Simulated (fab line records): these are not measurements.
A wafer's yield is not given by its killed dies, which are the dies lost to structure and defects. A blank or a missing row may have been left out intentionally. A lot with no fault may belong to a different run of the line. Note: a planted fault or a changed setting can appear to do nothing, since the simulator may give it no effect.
Matching of chambers :: flow n5Finfet :: 4 sister chambers for N5_BEOL_M5_ETCH_75 on rieDiel-02
The step etches underlayer in N2/H2, target depth 6.5 nm, time 5.2 s. 4 wafers are shown with their chamber, then 12 later ones without.

WAFERS WITH THEIR CHAMBER
wafer: L086.4
chamber: 1
showerheadPlenumPTorr (Torr): 2.40

wafer: L089.4
chamber: 3
showerheadPlenumPTorr (Torr): 2.66

wafer: L091.3
chamber: 2
showerheadPlenumPTorr (Torr): 2.33

wafer: L091.5
chamber: 0
showerheadPlenumPTorr (Torr): 2.54

WAFERS WITHOUT THEIR CHAMBER
wafer: L092.4
showerheadPlenumPTorr (Torr): 2.66

wafer: L092.5
showerheadPlenumPTorr (Torr): 2.39

wafer: L092.6
showerheadPlenumPTorr (Torr): 2.54

wafer: L096.1
showerheadPlenumPTorr (Torr): 2.39

wafer: L096.2
showerheadPlenumPTorr (Torr): 2.32

wafer: L096.3
showerheadPlenumPTorr (Torr): 2.66

wafer: L096.4
showerheadPlenumPTorr (Torr): 2.54

wafer: L096.5
showerheadPlenumPTorr (Torr): 2.39

wafer: L096.6
showerheadPlenumPTorr (Torr): 2.32

wafer: L097.3
showerheadPlenumPTorr (Torr): 2.53

wafer: L097.4
showerheadPlenumPTorr (Torr): 2.32

wafer: L097.6
showerheadPlenumPTorr (Torr): 2.53

THE CHAMBER EACH PASSED THROUGH
wafer: L092.4
from the rows above: 3
in truth: 3

wafer: L092.5
from the rows above: 1
in truth: 1

wafer: L092.6
from the rows above: 0
in truth: 0

wafer: L096.1
from the rows above: 1
in truth: 1

wafer: L096.2
from the rows above: 2
in truth: 2

wafer: L096.3
from the rows above: 3
in truth: 3

wafer: L096.4
from the rows above: 0
in truth: 0

wafer: L096.5
from the rows above: 1
in truth: 1

wafer: L096.6
from the rows above: 2
in truth: 2

wafer: L097.3
from the rows above: 0
in truth: 0

wafer: L097.4
from the rows above: 2
in truth: 2

wafer: L097.6
from the rows above: 0
in truth: 0
Correct placement for 12 of the 12. Number that these rows cannot place: 0. Wrongly placed: 0.
How it was worked out, from the rows above alone: a wafer's distance from a chamber is the root of the sum, over the readings, of the square of ((its reading less the chamber's mean) divided by the reading's scatter). If the next closest chamber is less than 2 further off than the closest, the wafer can't be placed; otherwise it belongs to the closest. A chamber's mean is the mean of its shown wafers. The scatter: root of mean squared gap, hidden wafer to nearest shown wafer, with one shown wafer a chamber.
